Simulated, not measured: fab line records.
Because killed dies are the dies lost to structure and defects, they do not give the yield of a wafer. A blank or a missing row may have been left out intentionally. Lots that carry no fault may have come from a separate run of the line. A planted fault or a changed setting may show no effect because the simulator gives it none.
fab line records	flow nand-harc
record: lots: 5	wafers: 15	last-day: 31
route steps=1302 shown P_GATE@127
lots with no fault: from the same line, run without faults
start-h: start of the lot's first displayed wafer, in hours after the record's first day	wait-h: hours elapsed since this lot's preceding step	" unchanged from the row above	L1.1+2: a row that stands for several wafers	- no value, or no start was given	* or withheld: withheld	< > ~ a bound
route shown NAME@n: NAME is a module with steps in the file, n the number in the route of the first one	usual: mean/standard deviation of fault-free wafers	same: alike in all rows	chamber/n: place in a boat	sites: per-site readings	_std_site: their standard deviation	_edge_site: outer sites' mean less inner sites'	radius-mm: for every site, how far away it sits from the centre of the wafer	mask NAME#n: copy n	behind: the tool/chamber that last shaped the wafer	hold: what put the lot on hold/how long, in hours/how the hold closed	device: which transistor (n, p or np) failed to switch	end of line: the route-end tests of the same wafers	where a step has no rows: the recipe by itself	killed: the dies lost at the first sort to structure and to defects; this is not the yield of the wafer	map: a wafer's dies, x killed, . not, _ none there
set.NAME: the setting as run; set.NAME@STEP: as run at that earlier step	model.NAME: the simulator's own value behind a step, which no gauge read
certain route steps with their lots: each step a table, each wafer a row
services: a tool's chamber out of use, with start hour (start-h, from the record's first day; less than 0 if before it), hours out, and reason
== steps ==
step: NHARC_P_GATE_PRECLEAN_71
recipe: time-s: *	temp-c: 50	bath-age-min: 0	chemistry: SC1
usual: bath-guard-temp-C: 50.1/0.7	diw-flow-mL-min: 1415/4.7	h2o2-flow-mL-min: 56.59/0.18
lot.wafer	tool	chamber	start-h	wait-h	bath-guard-temp-C	diw-flow-mL-min	h2o2-flow-mL-min
L081.3	wet-bench-09	1	-	-	49.7	1413	56.55
L081.6	"	2	"	"	49.7	1415	56.84
L081.4	"	5	"	"	51.4	1419	56.51
L082.5	wet-bench-09	1	-	-	49.5	1412	56.73
L082.3	"	4	"	"	50.3	1423	56.26
L082.2	"	5	"	"	51.2	1410	56.61
L085.1	wet-bench-09	2	-	-	49.6	1414	56.85
L085.3	"	3	"	"	50.0	1417	56.72
L085.4	"	5	"	"	51.1	1417	56.48
L090.3	wet-bench-05	0	-	-	49.6	1412	56.62
L090.1	"	3	"	"	50.8	1415	56.43
L090.2	"	5	"	"	49.8	1417	56.46
L092.1	wet-bench-05	6	-	-	50.4	1416	56.76
L092.3	"	7	"	"	50.1	1414	56.64
L092.5	"	3	"	"	51.5	1410	56.42
step: NHARC_P_GATE_SRD_72
lot.wafer	tool	chamber	start-h	wait-h
L081.3+6+4	wet-bench-09	1,2,5	-	-
L082.5+3+2	wet-bench-09	1,4,5	-	-
L085.1+3+4	wet-bench-09	2,3,5	-	-
L090.3+1+2	wet-bench-05	0,3,5	-	-
L092.1+3+5	wet-bench-05	6,7,3	-	-
step: NHARC_P_GATE_OXIDE_16
recipe: target-thk-a: 30	temp-c: 875	ox-time-s: 392	material: SiO2
lot.wafer	tool	chamber	start-h	wait-h
L081.3+4+6	furnace-07	0	155.11	-
L082.2+3+5	furnace-01	0	166.63	-
L085.1+3+4	furnace-01	0	193.79	-
L090.1+2+3	furnace-07	0	260.71	-
L092.1+3+5	furnace-05	0	273.54	-
step: NHARC_P_GATE_CVD_17
recipe: target-thk-a: 1500	temp-c: 620	time-s: 900	material: poly-Si
lot.wafer	tool	chamber	start-h	wait-h
L081.3+4+6	lpcvd-poly-03	0	161.33	2.7
L082.2+3+5	lpcvd-poly-03	0	172.87	2.7
L085.1+3+4	lpcvd-poly-02	0	199.84	2.6
L090.1+2+3	lpcvd-poly-03	0	266.93	2.7
L092.1+3+5	lpcvd-poly-02	0	279.68	2.6
step: NHARC_P_GATE_HM_DEP_102
recipe: target-thk-a: 1200	temp-c: 400	material: aC
usual: throttle-valve-pct: 35.000/0.009
lot.wafer	tool	chamber	start-h	wait-h	throttle-valve-pct
L081.3	acl-dep-01	0	165.39	1.9	34.997
L081.4	"	0	"	"	35.003
L081.6	"	0	"	"	34.991
L082.2	acl-dep-01	0	177.17	2.1	35.030
L082.3	"	0	"	"	34.994
L082.5	"	0	"	"	35.005
L085.1	acl-dep-03	0	205.73	3.7	35.004
L085.3	"	0	"	"	34.978
L085.4	"	0	"	"	34.993
L090.1	acl-dep-02	0	270.28	1.1	35.008
L090.2	"	0	"	"	35.011
L090.3	"	0	"	"	35.006
L092.1	acl-dep-01	0	285.61	3.7	35.006
L092.3	"	0	"	"	34.985
L092.5	"	0	"	"	35.012
step: NHARC_P_GATE_DEP_103
recipe: target-thk-a: 300	target-thk-nm: 30	temp-c: 400	flow-sccm: 200	rf-w: 350	material: SiON
usual: heater-power-w: 751/130
lot.wafer	tool	chamber	start-h	wait-h	heater-power-w
L081.3	pecvd-02	0	165.84	0.3	815
L081.6	"	0	"	"	834
L081.4	"	1	"	"	540
L082.3	pecvd-03	2	177.73	0.3	733
L082.2	"	1	"	"	843
L082.5	"	1	"	"	841
L085.3	pecvd-03	1	206.39	0.3	846
L085.1	"	2	"	"	716
L085.4	"	0	"	"	637
L090.2	pecvd-03	2	270.98	0.5	675
L090.1	"	0	"	"	603
L090.3	"	1	"	"	847
L092.1	pecvd-02	2	286.36	0.6	722
L092.3	"	1	"	"	540
L092.5	"	0	"	"	952
step: NHARC_P_GATE_DEHYDRATE_18
recipe: temp-c: 150	time-s: 120
lot.wafer	tool	chamber	start-h	wait-h
L081.3+4+6	litho-track-01	0	166.11	0.2
L082.2+3+5	litho-track-06	0	178.02	0.2
L085.1+3+4	litho-track-01	0	206.66	0.2
L090.1+2+3	litho-track-06	0	271.25	0.2
L092.1+3+5	litho-track-01	0	286.65	0.3
step: NHARC_P_GATE_HMDS_19
recipe: time-s: 30
lot.wafer	tool	chamber	start-h	wait-h
L081.3+4+6	litho-track-01	0	-	-
L082.2+3+5	litho-track-06	0	-	-
L085.1+3+4	litho-track-01	0	-	-
L090.1+2+3	litho-track-06	0	-	-
L092.1+3+5	litho-track-01	0	-	-
step: NHARC_P_GATE_COAT_20
recipe: spin-rpm: 1500	resist-thk-nm: 90
usual: dispense-pressure-kPa: 49/5
lot.wafer	tool	chamber	start-h	wait-h	dispense-pressure-kPa
L081.3	litho-track-01	0	-	-	53
L081.4	"	0	"	"	53
L081.6	"	0	"	"	53
L082.2	litho-track-06	0	-	-	44
L082.3	"	0	"	"	44
L082.5	"	0	"	"	44
L085.1	litho-track-01	0	-	-	53
L085.3	"	0	"	"	53
L085.4	"	0	"	"	53
L090.1	litho-track-06	0	-	-	44
L090.2	"	0	"	"	44
L090.3	"	0	"	"	44
L092.1	litho-track-01	0	-	-	53
L092.3	"	0	"	"	53
L092.5	"	0	"	"	53
step: NHARC_P_GATE_SOFTBAKE_21
recipe: temp-c: 105	time-s: 55
lot.wafer	tool	chamber	start-h	wait-h
L081.3+4+6	litho-track-01	0	-	-
L082.2+3+5	litho-track-06	0	-	-
L085.1+3+4	litho-track-01	0	-	-
L090.1+2+3	litho-track-06	0	-	-
L092.1+3+5	litho-track-01	0	-	-
step: NHARC_P_GATE_EBR_22
lot.wafer	tool	chamber	start-h	wait-h
L081.3+4+6	litho-track-01	0	-	-
L082.2+3+5	litho-track-06	0	-	-
L085.1+3+4	litho-track-01	0	-	-
L090.1+2+3	litho-track-06	0	-	-
L092.1+3+5	litho-track-01	0	-	-
step: NHARC_P_GATE_EXPOSE_23
recipe: na: 1.35	target-cd-nm: 120	dose-mj: 93.91	mask-id: P_GATE
lot.wafer	tool	chamber	start-h	wait-h	mask
L081.3+4+6	arfi-scanner-02	0	166.38	-	P_GATE#0
L082.2+3+5	arfi-scanner-01	0	178.29	-	P_GATE#0
L085.1+3+4	arfi-scanner-02	0	206.93	-	P_GATE#0
L090.1+2+3	arfi-scanner-02	0	271.51	-	P_GATE#0
L092.1+3+5	arfi-scanner-03	0	286.92	-	P_GATE#0
step: NHARC_P_GATE_PEB_24
recipe: peb-temp-c: 100	peb-time-s: 65
lot.wafer	tool	chamber	start-h	wait-h
L081.3+4+6	litho-track-04	0	166.44	0.0
L082.2+3+5	litho-track-04	0	178.35	0.1
L085.1+3+4	litho-track-06	0	206.99	0.1
L090.1+2+3	litho-track-01	0	271.57	0.1
L092.1+3+5	litho-track-01	0	286.98	0.1
step: NHARC_P_GATE_DEVELOP_25
recipe: develop-time-s: 35	dev-temp-c: 23
lot.wafer	tool	chamber	start-h	wait-h
L081.3+4+6	litho-track-04	0	-	-
L082.2+3+5	litho-track-04	0	-	-
L085.1+3+4	litho-track-06	0	-	-
L090.1+2+3	litho-track-01	0	-	-
L092.1+3+5	litho-track-01	0	-	-
step: NHARC_P_GATE_CD_MEAS_26
recipe: target-cd-nm: 120	landing-energy-ev: 500
usual: cd-nm: 120.0/0.48
lot.wafer	tool	chamber	start-h	wait-h	cd-nm
L081.3	cd-sem-01	0	166.52	-	119.6
L081.4	"	0	"	"	120.1
L081.6	"	0	"	"	118.9
L082.2	cd-sem-01	0	178.43	-	119.2
L082.3	"	0	"	"	119.3
L082.5	"	0	"	"	119.6
L085.1	cd-sem-01	0	207.07	-	120.0
L085.3	"	0	"	"	120.2
L085.4	"	0	"	"	120.3
L090.1	cd-sem-03	0	271.65	-	120.2
L090.2	"	0	"	"	120.3
L090.3	"	0	"	"	120.5
L092.1	cd-sem-01	0	287.06	-	120.1
L092.3	"	0	"	"	120.1
L092.5	"	0	"	"	120.3
step: NHARC_P_GATE_OVL_MEAS_27
usual: overlay-x-nm: -0.1/1	overlay-y-nm: 0.0/0.67
lot.wafer	tool	chamber	start-h	wait-h	overlay-x-nm	overlay-y-nm
L081.3	overlay-02	-	166.60	-	-0.5	-0.1
L081.4	"	-	"	"	-0.9	0.6
L081.6	"	-	"	"	-0.2	-0.1
L082.2	overlay-01	-	178.52	-	-0.8	-1.1
L082.3	"	-	"	"	-1.8	-0.9
L082.5	"	-	"	"	-1.8	-1.5
L085.1	overlay-02	-	207.16	-	-0.3	0.9
L085.3	"	-	"	"	-0.9	0.2
L085.4	"	-	"	"	-1.4	0.3
L090.1	overlay-02	-	271.74	-	1.0	0.3
L090.2	"	-	"	"	1.0	0.4
L090.3	"	-	"	"	0.8	0.2
L092.1	overlay-02	-	287.15	-	-1.2	-1.0
L092.3	"	-	"	"	-1.0	-1.1
L092.5	"	-	"	"	-1.0	-1.6
step: NHARC_P_GATE_INSPECT_28
usual: raw-defect-count: 6.5/2.8
lot.wafer	tool	chamber	start-h	wait-h	raw-defect-count
L081.3	defect-inspect-01	-	166.64	0.0	4
L081.4	"	-	"	"	4
L081.6	"	-	"	"	8
L082.2	defect-inspect-01	-	178.55	0.0	7
L082.3	"	-	"	"	6
L082.5	"	-	"	"	13
L085.1	defect-inspect-01	-	207.19	0.0	3
L085.3	"	-	"	"	4
L085.4	"	-	"	"	13
L090.1	defect-inspect-01	-	271.78	0.0	5
L090.2	"	-	"	"	9
L090.3	"	-	"	"	13
L092.1	defect-inspect-01	-	287.18	0.0	7
L092.3	"	-	"	"	6
L092.5	"	-	"	"	4
step: NHARC_P_GATE_DESCUM_31
recipe: time-s: 3	o2-flow-sccm: 200	ar-flow-sccm: 0	bias-power-w: 0	chemistry: O2
usual: chamber-pressure-mTorr: 60.00/0.053	drypump-motor-current-A: 5.8/0.44	oes-product-au: 1.003/0.0072	rf-vpp-V: 57.9/1	showerhead-plenum-p-Torr: 1.93/0.089	throttle-valve-pct: 11.311/0.0077
lot.wafer	tool	chamber	start-h	wait-h	chamber-pressure-mTorr	drypump-motor-current-A	oes-product-au	rf-hours-counter-h	rf-vpp-V	showerhead-plenum-p-Torr	throttle-valve-pct
L081.3	rie-diel-03	2	166.70	0.1	59.99	6.6	1.006	4	57.5	2.06	11.303
L081.6	"	2	"	"	60.01	6.6	1.010	-	59.0	2.06	11.311
L081.4	"	1	"	"	59.97	5.7	1.001	-	57.2	1.78	11.308
L082.3	rie-diel-05	2	178.62	0.1	59.98	5.1	1.010	7	58.1	2.06	11.319
L082.2	"	1	"	"	60.00	5.7	1.007	8	60.1	2.02	11.332
L082.5	"	2	"	"	59.96	5.1	1.002	-	58.6	2.06	11.323
L085.3	rie-diel-05	1	207.26	0.1	60.00	5.7	1.016	11	57.8	2.02	11.324
L085.1	"	2	"	"	60.08	5.1	0.999	9	57.0	2.06	11.308
L085.4	"	3	"	"	59.98	6.0	1.008	8	58.7	2.00	11.296
L090.3	rie-diel-07	0	271.85	0.1	60.08	6.3	1.007	8	57.6	1.90	11.301
L090.1	"	1	"	"	60.07	5.6	0.996	8	56.5	1.84	11.302
L090.2	"	2	"	"	60.10	5.4	1.005	6	57.6	1.85	11.304
L092.1	rie-diel-07	2	287.24	0.1	59.99	5.4	0.998	8	58.4	1.85	11.308
L092.3	"	2	"	"	60.08	5.4	1.006	-	58.2	1.85	11.314
L092.5	"	0	"	"	60.01	6.3	1.003	-	58.0	1.90	11.310
step: NHARC_P_GATE_ETCH_104
recipe: target-depth-a: 600	time-s: withheld	cf4-flow-sccm: 100	chf3-flow-sccm: 30	ar-flow-sccm: 0	rf-w: 500	bias-w: 200	chemistry: CF4/CHF3
usual: bias-w: 200.0/0.6	chamber-pressure-mTorr: 25.002/0.021	drypump-motor-current-A: 5.8/0.46	oes-product-au: 0.949/0.021	rf-vpp-V: 371.0/2.5	showerhead-plenum-p-Torr: 1.59/0.07	throttle-valve-pct: 16.802/0.0088
lot.wafer	tool	chamber	start-h	wait-h	bias-w	chamber-pressure-mTorr	drypump-motor-current-A	oes-product-au	rf-vpp-V	showerhead-plenum-p-Torr	throttle-valve-pct
L081.3	rie-diel-03	2	166.80	0.1	199.5	25.050	6.6	0.950	375.5	1.69	16.808
L081.6	"	2	"	"	200.5	24.994	6.6	0.951	374.6	1.69	16.813
L081.4	"	0	"	"	199.8	25.002	5.5	0.952	368.0	1.53	16.814
L082.2	rie-diel-05	0	178.71	0.1	199.4	25.005	6.3	0.930	370.5	1.61	16.810
L082.3	"	1	"	"	199.6	25.028	5.7	0.939	373.4	1.65	16.803
L082.5	"	3	"	"	200.0	25.019	6.0	0.933	372.2	1.64	16.813
L085.4	rie-diel-05	3	207.34	0.1	200.5	24.983	5.9	0.929	372.9	1.64	16.796
L085.1	"	0	"	"	199.1	25.047	6.3	0.938	370.6	1.61	16.809
L085.3	"	1	"	"	200.3	25.024	5.7	0.935	371.2	1.65	16.792
L090.3	rie-diel-07	1	271.92	0.1	200.8	25.050	5.5	0.927	368.1	1.52	16.806
L090.1	"	2	"	"	199.8	24.990	5.4	0.946	370.6	1.52	16.800
L090.2	"	0	"	"	201.3	24.999	6.3	0.924	370.4	1.56	16.795
L092.1	rie-diel-07	0	287.53	0.3	198.9	24.993	6.3	0.937	370.3	1.56	16.798
L092.3	"	2	"	"	199.7	25.007	5.4	0.940	368.5	1.52	16.803
L092.5	"	0	"	"	199.3	25.030	6.3	0.929	370.3	1.56	16.793
step: NHARC_P_GATE_HM_OPEN_105
recipe: target-depth-a: 3600	o2-flow-sccm: 400	cos-flow-sccm: 20	ar-flow-sccm: 0	rf-w: 500	bias-w: 300	chemistry: O2/COS
usual: bias-w: 299.9/0.94	chamber-pressure-mTorr: 19.999/0.018	drypump-motor-current-A: 5.8/0.45	oes-product-au: 1.000/0.0072	rf-vpp-V: 467.7/3	showerhead-plenum-p-Torr: 3.15/0.14	throttle-valve-pct: 28.331/0.0096
lot.wafer	tool	chamber	start-h	wait-h	bias-w	chamber-pressure-mTorr	drypump-motor-current-A	oes-product-au	rf-hours-counter-h	rf-vpp-V	showerhead-plenum-p-Torr	throttle-valve-pct
L081.3	rie-diel-03	1	-	-	299.0	20.006	5.6	1.005	5	462.3	2.92	28.332
L081.6	"	1	"	"	299.1	19.992	5.6	1.002	-	463.3	2.92	28.328
L081.4	"	2	"	"	298.9	20.009	6.6	0.995	-	471.6	3.34	28.316
L082.2	rie-diel-05	2	-	-	298.2	20.020	5.1	1.000	7	472.6	3.35	28.322
L082.3	"	3	"	"	299.6	20.008	6.0	1.004	6	470.4	3.26	28.328
L082.5	"	2	"	"	299.6	19.974	5.1	0.999	-	471.5	3.34	28.326
L085.4	rie-diel-05	0	-	-	301.6	20.014	6.3	1.007	10	471.0	3.19	28.332
L085.1	"	1	"	"	298.3	20.019	5.7	1.001	11	468.9	3.28	28.316
L085.3	"	2	"	"	301.6	20.028	5.1	0.997	9	470.9	3.34	28.324
L090.1	rie-diel-07	3	-	-	299.7	20.010	6.0	1.006	7	469.6	3.19	28.338
L090.3	"	0	"	"	299.2	19.959	6.3	1.003	8	467.2	3.10	28.340
L090.2	"	2	"	"	298.6	19.981	5.4	0.998	6	464.1	3.02	28.342
L092.1	rie-diel-07	0	-	-	300.2	20.000	6.3	1.000	9	467.0	3.10	28.321
L092.3	"	2	"	"	300.2	20.007	5.4	1.001	-	464.8	3.02	28.333
L092.5	"	0	"	"	300.4	19.999	6.3	0.997	-	466.1	3.10	28.336
step: NHARC_P_GATE_STRIP_106
recipe: o2-flow-sccm: 400	cos-flow-sccm: 20	ar-flow-sccm: 0	bias-w: 0	chemistry: O2/COS
lot.wafer	tool	chamber	start-h	wait-h
L081.3+6+4	rie-diel-03	0,1,0	-	-
L082.3+2+5	rie-diel-05	1,3,0	-	-
L085.3+4+1	rie-diel-05	0,1,2	-	-
L090.1+3+2	rie-diel-07	0,1,3	-	-
L092.1+3+5	rie-diel-07	0,2,0	-	-
step: NHARC_P_GATE_ETCH_114
recipe: target-depth-a: 300	overetch-a: 30	time-s: 16.5	ion-energy-ev: 100	cf4-flow-sccm: 80	o2-flow-sccm: 20	ar-flow-sccm: 0	rf-w: 300	bias-w: 100	chemistry: CF4/O2
usual: bias-w: 100.0/0.31	chamber-pressure-mTorr: 30.000/0.027	drypump-motor-current-A: 5.8/0.44	oes-product-au: 1.002/0.008	rf-vpp-V: 198.0/1.4	showerhead-plenum-p-Torr: 1.35/0.06	throttle-valve-pct: 13.398/0.0094
lot.wafer	tool	chamber	start-h	wait-h	bias-w	chamber-pressure-mTorr	drypump-motor-current-A	oes-product-au	rf-hours-counter-h	rf-vpp-V	showerhead-plenum-p-Torr	throttle-valve-pct
L081.3	rie-diel-03	1	-	-	99.8	29.978	5.6	1.012	5	195.5	1.25	13.389
L081.4	"	1	"	"	100.2	29.978	5.6	1.005	-	196.5	1.25	13.404
L081.6	"	2	"	"	99.3	30.007	6.6	1.007	-	200.5	1.43	13.413
L082.2	rie-diel-05	3	-	-	99.9	29.956	6.0	1.012	6	198.4	1.40	13.386
L082.3	"	1	"	"	99.6	29.988	5.7	1.010	8	198.7	1.41	13.396
L082.5	"	3	"	"	100.1	29.962	6.0	0.999	-	199.3	1.40	13.391
L085.3	rie-diel-05	3	-	-	100.1	29.982	6.0	1.000	8	198.8	1.40	13.402
L085.1	"	0	"	"	99.8	30.010	6.3	1.014	10	197.6	1.37	13.410
L085.4	"	1	"	"	99.9	30.013	5.7	1.007	11	197.2	1.41	13.385
L090.3	rie-diel-07	3	-	-	99.5	30.037	6.0	1.011	7	199.0	1.37	13.384
L090.2	"	0	"	"	99.5	29.965	6.2	1.005	8	197.3	1.32	13.380
L090.1	"	1	"	"	100.3	29.985	5.6	0.991	8	197.9	1.28	13.397
L092.1	rie-diel-07	2	-	-	100.5	29.986	5.4	1.008	8	196.1	1.29	13.408
L092.3	"	2	"	"	100.2	30.030	5.4	1.009	-	197.2	1.29	13.414
L092.5	"	2	"	"	100.0	30.001	5.4	0.997	-	198.6	1.29	13.405
step: NHARC_P_GATE_ETCH_32
recipe: target-depth-a: 1500	over-etch-frac: 1	over-etch-ion-energy-ev: 40	time-s: 100.1	hbr-flow-sccm: 150	cl2-flow-sccm: 50	rf-w: 400	icp-w: 400	bias-w: 100	chemistry: HBr/Cl2
usual: bias-w: 100.00/0.3	chamber-pressure-mTorr: 15.000/0.014	drypump-motor-current-A: 6.0/0.43	oes-product-au: 0.997/0.0077	throttle-valve-pct: 26.406/0.0098
lot.wafer	tool	chamber	start-h	wait-h	bias-w	chamber-pressure-mTorr	drypump-motor-current-A	oes-product-au	rf-hours-counter-h	throttle-valve-pct
L081.4	rie-si-06	2	167.24	-	100.31	14.976	5.2	0.995	0.59	26.407
L081.3	"	3	"	"	100.23	14.968	5.5	0.982	0.57	26.415
L081.6	"	1	"	"	99.88	14.975	6.1	1.001	-	26.386
L082.3	rie-si-01	1	179.10	-	99.67	15.007	6.2	0.986	0.52	26.411
L082.2	"	3	"	"	100.02	14.969	6.3	0.999	0.68	26.411
L082.5	"	1	"	"	99.97	15.001	6.1	0.995	-	26.406
L085.4	rie-si-04	0	207.72	-	99.64	14.993	6.6	1.007	0.16	26.397
L085.3	"	1	"	"	99.54	15.010	6.1	1.008	0.15	26.410
L085.1	"	2	"	"	100.28	15.000	5.9	1.013	0.18	26.409
L090.3	rie-si-06	1	272.30	-	100.48	14.999	6.1	0.994	0.08	26.413
L090.2	"	3	"	"	100.03	15.006	5.5	0.989	0.08	26.396
L090.1	"	0	"	"	99.64	15.003	5.4	0.997	0.08	26.385
L092.1	rie-si-06	2	288.05	-	100.11	14.985	5.2	0.996	0.19	26.413
L092.3	"	0	"	"	99.75	14.989	5.4	1.009	0.14	26.406
L092.5	"	2	"	"	100.29	15.002	5.2	0.999	-	26.389
step: NHARC_P_GATE_STRIP_108
recipe: o2-flow-sccm: 500	ar-flow-sccm: 0	bias-w: 0	chemistry: O2
usual: chamber-pressure-mTorr: 59.99/0.053	drypump-motor-current-A: 5.8/0.46	oes-product-au: 1.002/0.0076	rf-vpp-V: 57.9/0.94	showerhead-plenum-p-Torr: 3.57/0.16	throttle-valve-pct: 17.035/0.0085
same: bias-w: 0
lot.wafer	tool	chamber	start-h	wait-h	chamber-pressure-mTorr	drypump-motor-current-A	oes-product-au	rf-hours-counter-h	rf-vpp-V	showerhead-plenum-p-Torr	throttle-valve-pct
L081.4	rie-diel-07	0	167.40	-	59.96	6.3	0.992	1	57.8	3.50	17.042
L081.3	"	1	"	"	59.90	5.6	0.972	1	59.4	3.40	17.043
L081.6	"	0	"	"	60.02	6.3	0.996	-	57.3	3.50	17.039
L082.2	rie-diel-03	0	179.24	-	60.06	5.5	0.998	5	57.0	3.43	17.043
L082.3	"	1	"	"	59.93	5.6	1.001	5	57.1	3.30	17.036
L082.5	"	0	"	"	60.10	5.5	0.990	-	55.8	3.43	17.044
L085.4	rie-diel-05	0	207.88	-	60.01	6.3	1.006	10	59.3	3.61	17.037
L085.3	"	2	"	"	59.88	5.1	0.982	9	57.8	3.78	17.043
L085.1	"	3	"	"	59.99	6.0	0.992	8	57.4	3.68	17.023
L090.2	rie-diel-03	0	272.47	-	60.01	5.5	1.002	12	59.2	3.43	17.033
L090.1	"	1	"	"	60.02	5.6	1.005	11	57.4	3.30	17.035
L090.3	"	2	"	"	59.92	6.6	1.008	11	58.9	3.77	17.022
L092.1	rie-diel-05	3	288.21	-	59.82	5.9	1.003	5	57.5	3.68	17.022
L092.3	"	2	"	"	60.01	5.1	0.994	3	58.2	3.77	17.035
L092.5	"	0	"	"	60.04	6.4	0.992	-	58.4	3.60	17.025
step: NHARC_P_GATE_CD_MEAS_33
usual: cd-nm: 120.3/1.8
lot.wafer	tool	chamber	start-h	wait-h	cd-nm
L081.3	cd-sem-01	-	167.57	-	119.3
L081.4	"	-	"	"	122.7
L081.6	"	-	"	"	122.2
L082.2	cd-sem-03	-	179.45	0.2	120.0
L082.3	"	-	"	"	120.3
L082.5	"	-	"	"	119.4
L085.1	cd-sem-02	-	208.05	-	122.9
L085.3	"	-	"	"	123.7
L085.4	"	-	"	"	123.9
L090.1	cd-sem-03	-	272.63	-	119.1
L090.2	"	-	"	"	121.1
L090.3	"	-	"	"	120.9
L092.1	cd-sem-03	-	288.38	-	120.3
L092.3	"	-	"	"	121.1
L092.5	"	-	"	"	121.2
step: NHARC_P_GATE_STRIP_35
recipe: time-s: 600	temp-c: 130	chemistry: SPM
usual: bath-guard-temp-C: 130.1/0.63
lot.wafer	tool	chamber	start-h	wait-h	bath-guard-temp-C
L081.3	wet-bench-09	1	167.64	0.1	129.4
L081.6	"	3	"	"	130.2
L081.4	"	5	"	"	131.0
L082.5	wet-bench-02	4	179.56	0.1	130.5
L082.2	"	5	"	"	129.4
L082.3	"	0	"	"	129.6
L085.3	wet-bench-02	5	208.15	0.1	129.7
L085.4	"	6	"	"	130.8
L085.1	"	0	"	"	130.3
L090.3	wet-bench-09	0	272.72	0.1	129.2
L090.1	"	1	"	"	129.9
L090.2	"	3	"	"	130.0
L092.3	wet-bench-09	3	288.49	0.1	130.1
L092.1	"	4	"	"	130.4
L092.5	"	5	"	"	131.4
== services ==
tool	chamber	start-h	hours	kind
pecvd-02	1	128.57	1.9	repair
rie-diel-05	-	130.95	1.1	repair
rie-diel-07	2	133.93	11.8	repair
arfi-scanner-02	-	140.00	4.0	pm
litho-track-01	-	155.00	7.0	pm
wet-bench-09	-	176.80	8.0	pm
litho-track-06	-	179.00	7.0	pm
pecvd-02	-	184.44	0.5	repair
pecvd-03	-	185.00	13.0	pm
acl-dep-01	-	186.27	13.0	pm
rie-diel-07	3	199.32	8.3	repair
litho-track-04	-	203.00	7.0	pm
lpcvd-poly-02	-	208.36	26.0	pm
furnace-01	-	210.48	26.0	pm
arfi-scanner-02	-	211.68	0.8	repair
rie-diel-05	-	229.60	9.0	pm
rie-diel-03	-	246.68	0.6	repair
rie-si-06	-	249.00	9.0	pm
rie-diel-05	2	257.82	16.8	repair
rie-diel-07	2	260.33	5.0	repair
wet-bench-05	-	260.80	8.0	pm
rie-si-06	2	268.78	1.4	repair
rie-diel-07	1	274.83	37.0	repair
rie-diel-03	-	281.40	9.0	pm
== key ==
fault none
